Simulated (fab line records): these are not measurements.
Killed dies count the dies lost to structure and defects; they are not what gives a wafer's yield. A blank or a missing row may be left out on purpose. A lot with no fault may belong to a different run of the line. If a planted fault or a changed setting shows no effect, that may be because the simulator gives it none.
A struck lot beside a sound one / flow nand_harc / 14 out of 1159 route steps
Sound: wafers L185.1, L185.3, L185.4. Struck: wafer L192.4 (L192.1, L192.6, from the same lot, were not struck and are left out); the cause is given at the end.
At each step with rows: each side's tool, then ch and its chambers, then its first start. Under that, the readings that differ: sound wafers / struck wafers / difference of the means / sigmas: that difference in standard deviations of wafers without a fault.
alike: words and numbers the same on both sides, and readings whose means are apart by under 2 such deviations; not compared: readings that were withheld, readings missing a value for some wafer, numbers with overlapping values and no deviation given by the record, and bounds like >300 which may hide the same value.
The two part at a step that has a row with sigmas, a row that says differs or no value, or rows on one side only. Non-overlapping numbers with no deviation appear without sigmas and do not part them. A reading that every wafer of one side lacks parts them only if that side has two wafers or more.

first, 2 steps without rows for these wafers: NHARC_A_CONTACT_ETCH_137 (etches the open film in C4F8/O2/Ar, time 132 s, target depth 1287 nm); NHARC_A_CONTACT_ETCH_138 (etches the open film in C4F8/O2/Ar, time 132 s, target depth 1289 nm).
NHARC_A_CONTACT_ETCH_139: etches the open film in C4F8/O2/Ar, time 137 s, target depth 590 nm.
  sound on har_cap_etch-01 ch 0,1, day 18 15:32; struck on har_cap_etch-03 ch 0, day 20 07:13
  not compared: rf_hours_counter_h
NHARC_A_CONTACT_ETCH_92: etches the open film in CH3F/O2, target depth 40 nm, time 85.7 s.
  sound on rie_diel-10 ch 1,2,3, day 18 15:55; struck on rie_diel-10 ch 0, day 20 07:51
  alike: drypump_motor_current_A, o2_flow_sccm, oes_product_au, rf_vpp_V, showerhead_plenum_p_Torr, throttle_valve_pct
  not compared: rf_hours_counter_h
then, 1 step without rows for these wafers: NHARC_A_CONTACT_ETCH_98 (etches the open film in C4F6/O2, target depth 20 nm, time 10 s).
NHARC_A_CONTACT_CD_MEAS_15:
  sound on cd_sem-03 at day 18 16:07; struck on cd_sem-02 at day 20 08:17
  alike: cd_nm
then, 3 steps without rows for these wafers: NHARC_A_CONTACT_STRIP_107 (strips in N2/H2); NHARC_A_CONTACT_STRIP_108 (strips in CF4/CHF3); NHARC_A_CONTACT_STRIP_109 (strips in O2/COS).
NHARC_A_CONTACT_ETCH_110: etches the open film in CF4/O2, target depth 50 nm, overetch 5 nm, time 27.5 s.
  sound on rie_diel-09 ch 1,2,3, day 18 16:25; struck on rie_diel-02 ch 2, day 20 09:02
reading=oes_product_au (a.u.); sound=1.012 1.009 1.003; struck=0.986; difference=-0.022; sigmas=-2
reading=rf_hours_counter_h (h); sound=56 62 58; struck=52; difference=-7; sigmas=
  alike: drypump_motor_current_A, o2_flow_sccm, rf_vpp_V, showerhead_plenum_p_Torr, throttle_valve_pct
NHARC_A_CONTACT_STRIP_26: strips in O2.
  sound: rie_diel-09 ch 0,1,3; struck: rie_diel-02 ch 1
reading=rf_hours_counter_h (h); sound=62 63 58; struck=52; difference=-9; sigmas=
reading=throttle_valve_pct (%); sound=17.049 17.040 17.036; struck=17.014; difference=-0.028; sigmas=-3
  alike: drypump_motor_current_A, o2_flow_sccm, oes_product_au, rf_vpp_V, showerhead_plenum_p_Torr
then, 1 step without rows for these wafers: NHARC_A_CONTACT_STRIP_27 (strips in post etch residue remover, time 600 s).
NHARC_A_CONTACT_ALD_18: deposits TiN, target thk 3 nm, pulse time 1 s, ald cycles 150.
  sound on ald_metal-03 ch 1,2,3, day 18 17:04; struck on ald_metal-03 ch 0, day 20 09:43
reading=ald_cycles; sound=150 150 150; struck=71; difference=-79; sigmas=
  alike: heater_power_w, precursor_pulse_height_rel
NHARC_A_CONTACT_CVD_19: deposits W, target thk 300 nm, time 802 s.
  sound: cvd_w-01 ch 0,1; struck: cvd_w-02 ch 1
  alike: heater_power_w, throttle_valve_pct

WHERE THEY PART
Last at NHARC_A_CONTACT_STRIP_26 as far as this record goes, first at NHARC_A_CONTACT_ETCH_110. Later steps at which nothing parts them and some readings are alike: NHARC_A_CONTACT_ALD_18, NHARC_A_CONTACT_CVD_19.

WHY: what the simulator had put in
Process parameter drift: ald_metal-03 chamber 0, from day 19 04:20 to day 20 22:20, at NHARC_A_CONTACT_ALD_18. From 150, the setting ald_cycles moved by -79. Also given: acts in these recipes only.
